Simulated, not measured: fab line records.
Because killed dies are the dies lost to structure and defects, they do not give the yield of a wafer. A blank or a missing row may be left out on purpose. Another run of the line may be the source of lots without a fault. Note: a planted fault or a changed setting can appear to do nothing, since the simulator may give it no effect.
fab line records	flow n5_finfet
record: lots: 7	wafers: 39
route steps=1938 shown BEOL_M14@1716 MIM_BOT@1833
start_h: start of the lot's first displayed wafer, in hours after the record's first day	wait_h: hours from the lot's prior step to this one	" as in the row above	L1.1+2: several wafers, shown together as one row	- no value present, or no start provided	* or withheld: withheld	< > ~ a bound
route shown NAME@n: names a module that has steps shown in the file, with the first one's number in the route	usual: the fault-free wafers' mean and standard deviation	same: alike in all rows	chamber/n: place in a boat	sites: readings site by site	_std_site: the values' standard deviation	_edge_site: mean of outer sites minus mean of inner sites	radius_mm: how far each site lies from the wafer's centre	mask NAME#n: copy n	behind: the last tool/chamber to shape the wafer	hold: cause of the lot's hold/its duration in hours/its outcome	device: names the non-switching transistor (n, p or np)	end of line: at the end of the route, the tests of the same wafers	for a step that has no rows: nothing shown but its recipe	killed: dies lost to structure and defects at the first sort, not the wafer's yield	map: shows each die of a wafer: x if killed, . if not, _ if none is there
set.NAME: the setting as run; set.NAME@STEP: as run at that earlier step	model.NAME: the simulator's own value behind a step, which no gauge read
lots whose settings were changed on purpose; a table a step, a row a wafer
== steps ==
step: N5_BEOL_M14_ILD_DEP_00
recipe: material: SiO2	target_thk_a: 11193	temp_c: 400	precursor: TEOS/O2	pressure_torr: 6.5	rf_w: 900	teos_flow_sccm: 161.4	gas: O2	flow_sccm: 2650	time_s: 237.4
lot.wafer	tool	chamber	start_h	wait_h	set.time_s	model.SiO2_of_BEOL_M14_ILD_DEP_00.thk_nm
L074.2	pecvd-02	2	234.72	0.0	237.4	1108
L074.4	"	1	"	"	237.4	1123
L074.6	"	2	"	"	237.4	1136
L076.1	pecvd-02	2	250.22	0.0	237.4	1121
L076.2	"	1	"	"	237.4	1111
L076.3	"	1	"	"	237.4	1122
L076.4	"	2	"	"	165.7	787.8
L076.5	"	1	"	"	165.7	790.2
L076.6	"	2	"	"	165.7	807.2
L086.1	pecvd-02	0	303.09	0.0	237.4	1112
L086.2	"	1	"	"	123.3	582.8
L086.3+5	"	2,1	"	"	237.4	1125
L086.4	"	2	"	"	123.3	607
L086.6	"	0	"	"	123.3	589.4
L085.1	pecvd-01	2	305.99	0.0	280.8	1331
L085.2	"	0	"	"	280.8	1332
L085.3+5	"	1	"	"	237.4	1129
L085.4	"	2	"	"	237.4	1137
L085.6	"	0	"	"	280.8	1344
L087.1	pecvd-02	0	316.26	0.0	237.4	1113
L087.2	"	2	"	"	237.4	1121
L087.3+6	"	1	"	"	237.4	1116
L087.4	"	0	"	"	237.4	1135
L087.5	"	2	"	"	237.4	1139
L094.1	pecvd-03	0	357.61	0.0	237.4	1091
L094.2	"	2	"	"	192.5	888.4
L094.3	"	1	"	"	192.5	869.4
L094.4	"	0	"	"	237.4	1106
L094.5	"	2	"	"	192.5	904.4
L094.6	"	1	"	"	237.4	1080
L095.1	pecvd-02	2	362.08	0.0	237.4	1107
L095.2	"	0	"	"	237.4	1098
L095.3	"	1	"	"	358.2	1670
L095.4	"	1	"	"	358.2	1691
L095.5	"	0	"	"	237.4	1126
L095.6	"	2	"	"	358.2	1696
step: N5_BEOL_M14_THK_MEAS_01
recipe: reads: SiO2_of_BEOL_M14_ILD_DEP_00
usual: M14_ILD_THK: 1118/17
lot.wafer	tool	chamber	start_h	wait_h	set.time_s@BEOL_M14_ILD_DEP_00	M14_ILD_THK[nm]
L074.2	film_metro-01	-	234.91	0.1	237.4	1108
L074.4	"	-	"	"	237.4	1122
L074.6	"	-	"	"	237.4	1135
L076.1	film_metro-02	-	250.48	0.2	237.4	1121
L076.2	"	-	"	"	237.4	1111
L076.3	"	-	"	"	237.4	1122
L076.4	"	-	"	"	165.7	789
L076.5	"	-	"	"	165.7	790
L076.6	"	-	"	"	165.7	807
L086.1	film_metro-01	-	303.28	0.1	237.4	1112
L086.2	"	-	"	"	123.3	583
L086.3	"	-	"	"	237.4	1125
L086.4	"	-	"	"	123.3	607
L086.5	"	-	"	"	237.4	1124
L086.6	"	-	"	"	123.3	590
L085.1	film_metro-02	-	306.18	0.1	280.8	1331
L085.2	"	-	"	"	280.8	1332
L085.3	"	-	"	"	237.4	1129
L085.4	"	-	"	"	237.4	1137
L085.5	"	-	"	"	237.4	1128
L085.6	"	-	"	"	280.8	1344
L087.1	film_metro-02	-	316.45	0.1	237.4	1113
L087.2	"	-	"	"	237.4	1120
L087.3	"	-	"	"	237.4	1115
L087.4	"	-	"	"	237.4	1134
L087.5	"	-	"	"	237.4	1139
L087.6	"	-	"	"	237.4	1116
L094.1	film_metro-01	-	357.80	0.1	237.4	1090
L094.2	"	-	"	"	192.5	889
L094.3	"	-	"	"	192.5	870
L094.4	"	-	"	"	237.4	1106
L094.5	"	-	"	"	192.5	905
L094.6	"	-	"	"	237.4	1081
L095.1	film_metro-01	-	362.27	0.1	237.4	1106
L095.2	"	-	"	"	237.4	1099
L095.3	"	-	"	"	358.2	1670
L095.4	"	-	"	"	358.2	1689
L095.5	"	-	"	"	237.4	1127
L095.6	"	-	"	"	358.2	1695
step: N5_BEOL_M14_COAT_58
recipe: resist: BARC	temp_c: 205	time_s: 60	spin_rpm: 1500	resist_thk_nm: 89
step: N5_BEOL_M14_COAT_04
recipe: spin_rpm: 1704	resist_thk_nm: 800
step: N5_BEOL_M14_DESCUM_15
recipe: chemistry: O2	time_s: 7.9	source_power_w: 50	bias_power_w: 20	pressure_mtorr: 20	rf_frequency_hz: 2.712e+07	temp_c: 40	o2_flow_sccm: 225
step: N5_BEOL_M14_ETCH_59
recipe: chemistry: N2/H2	target: BARC	target_depth_a: 890	overetch_a: 267	time_s: 67.9	ion_energy_ev: 200	pressure_mtorr: 30	source_w: 840	bias_w: 150	n2_flow_sccm: 200	h2_flow_sccm: 200
step: N5_BEOL_M14_VIA_ETCH_16
recipe: chemistry: C4F8/O2/Ar	target: SiO2	he_inner_torr: 15	he_outer_torr: 30	target_depth_a: 12313	time_s: withheld	ion_energy_ev: 800	pressure_mtorr: 20	source_w: 1905	bias_w: 2040	Ar_flow_sccm: 400	C4F8_flow_sccm: 16	O2_flow_sccm: 12	ends: cleared
lot.wafer	tool	chamber	start_h	wait_h	set.time_s@BEOL_M14_ILD_DEP_00	model.etch.depth_nm	model.coat_of_BEOL_M14_COAT_04.thk_nm
L074.2	rie_diel-02	0	235.51	0.0	*	1108	453.4
L074.4	"	3	"	"	*	1123	446.8
L074.6	"	0	"	"	*	1136	448.6
L076.1	rie_diel-02	1	251.00	0.0	*	1121	459.4
L076.2	"	0	"	"	*	1111	459.8
L076.3	"	2	"	"	*	1122	450.8
L076.4	"	3	"	"	*	787.7	531.6
L076.5	"	2	"	"	*	790.2	530
L076.6	"	1	"	"	*	807.3	530.2
L086.1	rie_diel-05	0	303.98	0.0	*	1112	456.2
L086.2	"	1	"	"	*	582.7	581.4
L086.3	"	2	"	"	*	1125	453.6
L086.4	"	2	"	"	*	607	575.8
L086.5	"	1	"	"	*	1125	451
L086.6	"	0	"	"	*	589.3	579.4
L085.1	rie_diel-05	2	306.99	0.0	*	1331	403.8
L085.2	"	1	"	"	*	1332	402.2
L085.3	"	0	"	"	*	1129	452.4
L085.4	"	2	"	"	*	1137	450.6
L085.5	"	0	"	"	*	1129	450.2
L085.6	"	1	"	"	*	1344	401.2
L087.1	rie_diel-05	1	317.06	0.0	*	1113	454.2
L087.2	"	3	"	"	*	1121	450.4
L087.3	"	2	"	"	*	1116	453.8
L087.4	"	0	"	"	*	1135	448.6
L087.5	"	0	"	"	*	1139	446.4
L087.6	"	3	"	"	*	1116	452
L094.1	rie_diel-06	2	358.41	0.0	*	1091	466.4
L094.2	"	0	"	"	*	888.4	514.6
L094.3	"	1	"	"	*	869.3	513.6
L094.4	"	3	"	"	*	1106	457.4
L094.5	"	1	"	"	*	904.5	505
L094.6	"	2	"	"	*	1080	469.4
L095.1	rie_diel-02	3	362.88	0.0	*	1107	457.2
L095.2	"	1	"	"	*	1098	461
L095.3	"	0	"	"	*	1670	330.8
L095.4	"	2	"	"	*	1691	318
L095.5	"	0	"	"	*	1126	459.2
L095.6	"	3	"	"	*	1696	320
step: N5_MIM_BOT_SPUTTER_00
recipe: material: TiN	target_thk_a: 350	temp_c: 200	power_w: 3000	chamber_pressure_pa: 0.49996	gas: Ar	reactive_partial_pa: 0.37997	time_s: 89.7
lot.wafer	tool	chamber	start_h	wait_h	set.target_thk_a	model.TiN_of_MIM_BOT_SPUTTER_00.thk_nm
L074.2+4	pvd_sputter-02	-	245.98	0.0	350	35
L074.6	"	-	"	"	350	34.8
L076.1+5	pvd_sputter-01	-	263.59	0.0	350	35.2
L076.2	"	-	"	"	174.7	17.4
L076.3	"	-	"	"	350	35
L076.4	"	-	"	"	174.7	17.6
L076.6	"	-	"	"	174.7	17.8
L086.1+4	pvd_sputter-02	-	321.29	0.0	350	35.2
L086.2+5	"	-	"	"	171.1	16.8
L086.3	"	-	"	"	171.1	17
L086.6	"	-	"	"	350	35
L085.1	pvd_sputter-02	-	321.59	0.0	187.4	18.8
L085.2	"	-	"	"	350	35.4
L085.3	"	-	"	"	350	35.6
L085.4	"	-	"	"	350	35.8
L085.5	"	-	"	"	187.4	18.6
L085.6	"	-	"	"	187.4	19.4
L087.1	pvd_sputter-03	-	330.38	0.0	350	34.6
L087.2	"	-	"	"	350	34.2
L087.3+4	"	-	"	"	556.9	55.4
L087.5	"	-	"	"	350	34.8
L087.6	"	-	"	"	556.9	55
L094.1+4+5+6	pvd_sputter-03	-	373.95	0.0	350	35.2
L094.2	"	-	"	"	350	35
L094.3	"	-	"	"	350	35.4
L095.1	pvd_sputter-03	-	377.44	0.0	350	34.4
L095.2+4	"	-	"	"	350	34.6
L095.3	"	-	"	"	350	34.8
L095.5	"	-	"	"	350	34.2
L095.6	"	-	"	"	350	35.2
== key ==
split: step: N5_BEOL_M14_ILD_DEP_00	setting: time_s	stated: 237.4	by: wafer
response: step: N5_BEOL_M14_ILD_DEP_00	reading: model.SiO2_of_BEOL_M14_ILD_DEP_00.thk_nm	change: +11.1	per: 1%	r: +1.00
response: step: N5_BEOL_M14_THK_MEAS_01	reading: M14_ILD_THK	change: +11.1	per: 1%	r: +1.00
response: step: N5_BEOL_M14_VIA_ETCH_16	reading: model.etch.depth_nm	change: +11.1	per: 1%	r: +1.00
response: step: N5_BEOL_M14_VIA_ETCH_16	reading: model.coat_of_BEOL_M14_COAT_04.thk_nm	change: -2.61	per: 1%	r: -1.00
split: step: N5_MIM_BOT_SPUTTER_00	setting: target_thk_a	stated: 350	by: wafer
response: step: N5_MIM_BOT_SPUTTER_00	reading: model.TiN_of_MIM_BOT_SPUTTER_00.thk_nm	change: +0.354	per: 1%	r: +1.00
